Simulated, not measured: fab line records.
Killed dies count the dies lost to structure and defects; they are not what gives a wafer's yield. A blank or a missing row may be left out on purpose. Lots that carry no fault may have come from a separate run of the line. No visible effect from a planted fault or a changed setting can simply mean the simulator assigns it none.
The tool behind it: which one?	flow n5Finfet	24 lots with 72 wafers sampled at 6 steps, on a route of 1938 steps

## WHAT THE GAUGES SHOWED, per wafer
N5_BEOL_M13_CD_MEAS_28 targets a cd of 209.5 nm. Usual: cdNm 209.5 nm, standard deviation 0.7.
lot	measured	on	cdNm (nm)	flag
L075	day 12 18:16	cdSem-02	208.6 208.4 207.8	
L074	day 13 21:15	cdSem-02	209.5 209.4 209.5	
L076	day 14 00:44	cdSem-01	210.5 210.7 210.1	
L077	day 14 12:11	cdSem-02	209.2 209.3 208.3	
L078	day 14 13:10	cdSem-03	210.7 210.1 208.8	
L083	day 15 05:09	cdSem-03	209.6 210.6 210.1	
L079	day 15 10:08	cdSem-01	210.0 210.4 210.6	
L081	day 15 20:33	cdSem-03	209.5 210.2 210.3	
L084	day 16 06:47	cdSem-02	209.7 210.2 208.9	
L082	day 16 07:26	cdSem-02	209.5 210.3 208.8	
L085	day 16 07:53	cdSem-03	208.8 209.8 209.7	
L080	day 16 17:23	cdSem-01	209.8 209.4 208.9	
L087	day 16 22:47	cdSem-01	209.7 207.8 209.5	
L090	day 17 11:20	cdSem-01	210.2 209.9 210.5	
L088	day 17 12:26	cdSem-01	208.5 209.3 209.3	
L086	day 17 13:07	cdSem-03	209.4 208.7 208.7	
L089	day 17 13:33	cdSem-03	209.6 209.7 209.9	
L093	day 17 15:03	cdSem-01	209.2 209.0 209.0	
L092	day 17 15:35	cdSem-02	209.7 210.0 210.3	
L091	day 18 07:04	cdSem-01	208.8 209.1 210.1	
L094	day 18 14:05	cdSem-02	208.7 208.9 209.6	
L095	day 19 02:55	cdSem-01	210.2 210.6 210.0	
L097	day 19 03:25	cdSem-01	209.6 209.3 209.9	
L096	day 19 13:29	cdSem-01	208.2 208.8 207.3	

N5_BEOL_M14_OVL_MEAS_11. Usual: for V13_OVL the level is 2 nm and the standard deviation is 5.8.
lot	measured	on	V13_OVL (nm)	flag
L075	day 12 21:29	overlay-02	-2 6 5	
L074	day 14 00:14	overlay-02	3 8 14	
L076	day 14 05:26	overlay-02	8 9 5	
L077	day 14 15:58	overlay-01	9 0 1	
L078	day 14 16:33	overlay-01	4 5 3	
L083	day 15 09:28	overlay-01	-4 0 4	
L079	day 15 15:35	overlay-02	-1 0 -4	
L081	day 16 00:57	overlay-02	-4 0 1	
L084	day 16 10:29	overlay-02	-8 -10 -4	
L082	day 16 13:17	overlay-01	-1 -3 -8	
L085	day 16 18:44	overlay-01	5 2 4	
L080	day 16 22:19	overlay-01	14 9 14	
L087	day 17 03:50	overlay-01	1 -2 -2	
L090	day 17 17:37	overlay-01	8 6 2	
L088	day 17 18:25	overlay-02	-1 1 -1	
L086	day 17 19:07	overlay-02	6 5 -1	
L089	day 17 19:14	overlay-01	1 -4 10	
L093	day 17 21:17	overlay-01	1 11 -1	
L092	day 17 22:39	overlay-01	12 13 7	
L091	day 18 13:06	overlay-02	-6 -8 -6	
L094	day 18 17:25	overlay-02	0 -2 5	
L095	day 19 07:23	overlay-02	-3 2 -5	
L097	day 19 07:41	overlay-02	4 4 -7	
L096	day 19 22:58	overlay-01	3 0 -2	

## EACH LOT AND THE TOOL THAT RAN IT (in order: tool; ch and the chambers of the sampled wafers; start)
lot	N5_BEOL_M13_STRIP_63	N5_BEOL_M13_STRIP_37	N5_BEOL_M13_SPUTTER_45	N5_BEOL_M13_CMP_49
L075	plasmaAsher-01 ch 0,1, day 12 17:44	plasmaAsher-02 ch 0,1, day 12 19:03	pvdSputter-02, day 12 19:53	cmp-04 ch 0,1,2, day 12 20:33
L074	plasmaAsher-02 ch 0,1, day 13 20:43	plasmaAsher-01 ch 0,1, day 13 21:57	pvdSputter-03, day 13 22:38	cmp-04 ch 0,1,2, day 13 23:17
L076	plasmaAsher-01 ch 0,1, day 14 00:04	plasmaAsher-01 ch 0,1, day 14 01:26	pvdSputter-01, day 14 03:50	cmp-03 ch 0,1,2, day 14 04:25
L077	plasmaAsher-01 ch 0,1, day 14 11:40	plasmaAsher-01 ch 0,1, day 14 12:53	pvdSputter-02, day 14 14:20	cmp-04 ch 0,3, day 14 14:57
L078	plasmaAsher-02 ch 0,1, day 14 12:30	plasmaAsher-01 ch 0, day 14 14:07	pvdSputter-03, day 14 14:47	cmp-04 ch 0,2, day 14 15:35
L083	plasmaAsher-01 ch 0,1, day 15 04:37	plasmaAsher-01 ch 0, day 15 05:51	pvdSputter-01, day 15 07:44	cmp-04 ch 1,2, day 15 08:21
L079	plasmaAsher-02 ch 0,1, day 15 09:37	plasmaAsher-02 ch 0,1, day 15 11:07	pvdSputter-01, day 15 13:56	cmp-04 ch 0,3, day 15 14:32
L081	plasmaAsher-02 ch 0,1, day 15 19:52	plasmaAsher-01 ch 0,1, day 15 21:16	pvdSputter-01, day 15 23:14	cmp-04 ch 0,1, day 15 23:56
L084	plasmaAsher-01 ch 0, day 16 06:15	plasmaAsher-01 ch 0,1, day 16 07:30	pvdSputter-03, day 16 08:25	cmp-04 ch 1,3, day 16 09:24
L082	plasmaAsher-01 ch 0,1, day 16 06:55	plasmaAsher-02 ch 0,1, day 16 08:32	pvdSputter-02, day 16 11:01	cmp-04 ch 0,1, day 16 12:11
L085	plasmaAsher-02 ch 0,1, day 16 07:20	plasmaAsher-02 ch 0,1, day 16 09:00	pvdSputter-01, day 16 16:27	cmp-03 ch 0,3, day 16 17:38
L080	plasmaAsher-01 ch 0,1, day 16 16:52	plasmaAsher-01 ch 0,1, day 16 18:06	pvdSputter-01, day 16 20:23	cmp-02 ch 0,1, day 16 21:20
L087	plasmaAsher-01 ch 0,1, day 16 22:16	plasmaAsher-02 ch 0,1, day 16 23:32	pvdSputter-02, day 17 01:49	cmp-03 ch 1,2, day 17 02:40
L090	plasmaAsher-02 ch 0,1, day 17 10:49	plasmaAsher-01 ch 0,1, day 17 12:03	pvdSputter-03, day 17 15:57	cmp-04 ch 0,1,2, day 17 16:36
L088	plasmaAsher-02 ch 0,1, day 17 11:55	plasmaAsher-02 ch 0,1, day 17 13:09	pvdSputter-03, day 17 16:46	cmp-03 ch 0,1,3, day 17 17:29
L086	plasmaAsher-01 ch 0,1, day 17 12:36	plasmaAsher-02 ch 0,1, day 17 13:50	pvdSputter-02, day 17 17:04	cmp-03 ch 2,3, day 17 17:59
L089	plasmaAsher-02 ch 0,1, day 17 12:53	plasmaAsher-02 ch 0,1, day 17 14:15	pvdSputter-01, day 17 17:27	cmp-02 ch 0,1,3, day 17 18:17
L093	plasmaAsher-01 ch 0,1, day 17 14:23	plasmaAsher-02 ch 0,1, day 17 15:45	pvdSputter-02, day 17 19:28	cmp-03 ch 1,2,3, day 17 20:06
L092	plasmaAsher-01 ch 0,1, day 17 14:57	plasmaAsher-02 ch 0,1, day 17 16:19	pvdSputter-02, day 17 20:56	cmp-03 ch 2,3, day 17 21:33
L091	plasmaAsher-01 ch 0,1, day 18 06:24	plasmaAsher-02 ch 0,1, day 18 07:46	pvdSputter-03, day 18 11:04	cmp-03 ch 1,2,3, day 18 11:53
L094	plasmaAsher-02 ch 0,1, day 18 13:34	plasmaAsher-02 ch 0,1, day 18 14:47	pvdSputter-02, day 18 15:39	cmp-02 ch 0,2,3, day 18 16:21
L095	plasmaAsher-02 ch 0,1, day 19 02:23	plasmaAsher-02 ch 0,1, day 19 03:52	pvdSputter-01, day 19 04:53	cmp-03 ch 0,1,2, day 19 06:29
L097	plasmaAsher-02 ch 1, day 19 02:53	plasmaAsher-01 ch 0,1, day 19 04:26	pvdSputter-02, day 19 05:01	cmp-02 ch 1,3, day 19 06:40
L096	plasmaAsher-02 ch 0,1, day 19 12:50	plasmaAsher-01 ch 0,1, day 19 14:19	pvdSputter-02, day 19 20:56	cmp-04 ch 0,1,3, day 19 21:50
- N5_BEOL_M13_STRIP_63: strips in N2/H2.
- N5_BEOL_M13_STRIP_37: strips in N2/H2.
- N5_BEOL_M13_SPUTTER_45: material Cu, target thk 80 nm, time 13.33 s.
- N5_BEOL_M13_CMP_49: polishes, stops on SiOC, t overpolish 17.1 s, target thk 420 nm.

## WHAT THE TOOLS THEMSELVES READ (means of the sampled wafers that have a number; where no wafer has one, the mark that the record gives instead)
N5_BEOL_M13_STRIP_63. Usual: drypumpMotorCurrentA 5.7 A, standard deviation 0.47; heaterPowerW 328 W, standard deviation 44; oesProductAu 0.674 a.u., standard deviation 0.005; stripTimeToEndpointS 28.0 s, standard deviation 1.
lot	tool	drypumpMotorCurrentA (A)	heaterPowerW (W)	oesProductAu (a.u.)	stripTimeToEndpointS (s)	flag
L075	plasmaAsher-01	5.7	291	0.676	28.4	
L074	plasmaAsher-02	5.9	340	0.674	28.1	
L076	plasmaAsher-01	5.3	315	0.677	29.0	
L077	plasmaAsher-01	5.7	299	0.675	27.3	
L078	plasmaAsher-02	5.9	337	0.670	28.1	
L083	plasmaAsher-01	5.7	291	0.676	28.5	
L079	plasmaAsher-02	5.9	368	0.679	28.6	
L081	plasmaAsher-02	5.9	337	0.681	28.0	
L084	plasmaAsher-01	6.1	272	0.675	28.6	
L082	plasmaAsher-01	5.3	319	0.675	29.5	
L085	plasmaAsher-02	5.9	364	0.676	27.8	
L080	plasmaAsher-01	5.7	296	0.672	27.3	
L087	plasmaAsher-01	5.7	296	0.675	29.3	
L090	plasmaAsher-02	5.9	358	0.674	27.9	
L088	plasmaAsher-02	5.9	339	0.674	27.2	
L086	plasmaAsher-01	5.3	325	0.669	27.1	
L089	plasmaAsher-02	5.9	362	0.675	27.8	
L093	plasmaAsher-01	5.3	316	0.677	28.6	
L092	plasmaAsher-01	5.3	318	0.674	27.5	
L091	plasmaAsher-01	5.7	296	0.679	28.6	
L094	plasmaAsher-02	5.9	338	0.672	26.5	
L095	plasmaAsher-02	5.9	334	0.672	27.5	
L097	plasmaAsher-02	5.8	306	0.674	28.3	
L096	plasmaAsher-02	5.9	339	0.670	27.7	

N5_BEOL_M13_STRIP_37. Usual: drypumpMotorCurrentA 5.7 A, standard deviation 0.46; heaterPowerW 330 W, standard deviation 44; oesProductAu 0.785 a.u., standard deviation 0.011.
lot	tool	drypumpMotorCurrentA (A)	heaterPowerW (W)	oesProductAu (a.u.)	flag
L075	plasmaAsher-02	5.9	336	0.790	
L074	plasmaAsher-01	5.7	295	0.784	
L076	plasmaAsher-01	5.3	318	0.782	
L077	plasmaAsher-01	5.3	321	0.793	
L078	plasmaAsher-01	6.1	271	0.788	
L083	plasmaAsher-01	6.1	274	0.783	
L079	plasmaAsher-02	5.9	332	0.785	
L081	plasmaAsher-01	5.3	315	0.789	
L084	plasmaAsher-01	5.7	290	0.784	
L082	plasmaAsher-02	5.9	340	0.784	
L085	plasmaAsher-02	5.9	342	0.788	
L080	plasmaAsher-01	5.3	317	0.774	
L087	plasmaAsher-02	5.9	360	0.782	
L090	plasmaAsher-01	5.7	297	0.785	
L088	plasmaAsher-02	5.9	361	0.783	
L086	plasmaAsher-02	5.9	340	0.784	
L089	plasmaAsher-02	5.9	365	0.780	
L093	plasmaAsher-02	5.9	340	0.779	
L092	plasmaAsher-02	5.9	337	0.780	
L091	plasmaAsher-02	5.9	333	0.786	
L094	plasmaAsher-02	5.9	366	0.800	
L095	plasmaAsher-02	5.9	361	0.781	
L097	plasmaAsher-01	5.7	296	0.786	
L096	plasmaAsher-01	5.7	291	0.797	

N5_BEOL_M13_SPUTTER_45. Usual: throttleValvePct 30.5 %, standard deviation 0.81.
lot	tool	throttleValvePct (%)	flag
L075	pvdSputter-02	30.7	
L074	pvdSputter-03	30.3	
L076	pvdSputter-01	30.5	
L077	pvdSputter-02	30.2	
L078	pvdSputter-03	30.0	
L083	pvdSputter-01	30.6	
L079	pvdSputter-01	30.7	
L081	pvdSputter-01	30.5	
L084	pvdSputter-03	30.2	
L082	pvdSputter-02	29.9	
L085	pvdSputter-01	30.5	
L080	pvdSputter-01	31.4	
L087	pvdSputter-02	30.3	
L090	pvdSputter-03	30.2	
L088	pvdSputter-03	29.9	
L086	pvdSputter-02	30.5	
L089	pvdSputter-01	29.9	
L093	pvdSputter-02	30.4	
L092	pvdSputter-02	29.9	
L091	pvdSputter-03	30.1	
L094	pvdSputter-02	29.9	
L095	pvdSputter-01	31.3	
L097	pvdSputter-02	31.2	
L096	pvdSputter-02	30.0	

N5_BEOL_M13_CMP_49. Usual: barrierFieldEndpointS 30.5 s, standard deviation 0.84; clearingPlatenDownForcePsi 1.5001 psi, standard deviation 0.0028; clearingPlatenRpm 50.001 rpm, standard deviation 0.024; motorCurrentA 5.8 A, standard deviation 0.48; overpolishRunS 17.100 s, standard deviation 0.01; padLifeWafers 943, standard deviation 590; slurryFlowMlMin 150.0, standard deviation 0.45.
lot	tool	barrierFieldEndpointS (s)	clearingPlatenDownForcePsi (psi)	clearingPlatenRpm (rpm)	motorCurrentA (A)	overpolishRunS (s)	padLifeWafers	slurryFlowMlMin	flag
L075	cmp-04	30.3	1.4985	49.965	5.6	17.105	848	149.7	
L074	cmp-04	31.0	1.4984	49.989	5.5	17.098	1082	150.0	
L076	cmp-03	29.8	1.5001	50.002	5.5	17.092	1753	150.0	
L077	cmp-04	31.7	1.5034	50.011	6.2	17.089	1200	150.1	
L078	cmp-04	30.7	1.5025	50.005	6.0	17.083	1208	150.2	
L083	cmp-04	31.8	1.4981	49.993	5.5	17.096	1334	150.1	
L079	cmp-04	31.6	1.5005	49.999	6.2	17.099	1386	149.6	
L081	cmp-04	31.3	1.4987	49.960	5.4	17.102	1458	149.7	
L084	cmp-04	30.7	1.4961	50.028	5.5	17.097	1550	150.3	
L082	cmp-04	31.5	1.4991	50.016	5.3	17.100	1584	149.9	
L085	cmp-03	29.1	1.4987	49.991	5.7	17.097	19	150.2	
L080	cmp-02	29.9	1.4988	49.994	6.2	17.100	1088	149.5	
L087	cmp-03	30.0	1.4985	50.005	5.7	17.110	104	149.9	
L090	cmp-04	31.0	1.4997	49.986	5.6	17.107	1856	150.1	
L088	cmp-03	31.1	1.4997	50.001	5.8	17.105	230	150.2	
L086	cmp-03	30.3	1.5013	49.988	6.1	17.096	236	149.8	
L089	cmp-02	29.0	1.5009	49.996	6.1	17.112	1208	149.9	
L093	cmp-03	29.7	1.5022	49.992	5.8	17.101	248	150.0	
L092	cmp-03	29.6	1.5002	50.005	6.1	17.099	259	150.0	
L091	cmp-03	30.4	1.5013	50.027	5.7	17.108	374	149.9	
L094	cmp-02	30.1	1.4982	49.997	6.4	17.093	1394	149.8	
L095	cmp-03	30.4	1.5001	50.006	5.5	17.100	525	149.8	
L097	cmp-02	30.0	1.5007	50.026	6.0	17.104	1513	149.7	
L096	cmp-04	30.8	1.4997	50.019	5.7	17.102	175	150.0	

## THE ANSWER, worked out from the rows above alone
Rule: take the mean of a lot's wafers that have a number; if it is more than 3 standard deviations from the usual mean, the lot is off. A lot without any number at a reading at which 4 lots or more have one is off too. All remaining lots with rows at the step are treated as sound. Order of review: gauges by route order, followed by the tools' own readings, for which a lot's mean as printed above is used. The first step at which some lot is off is used, and at that step the reading that is off furthest; a lot without a number counts as furthest.
No lot is off on any of the readings shown, so nothing can be concluded from this.

## WHAT THE SIMULATOR PUT IN
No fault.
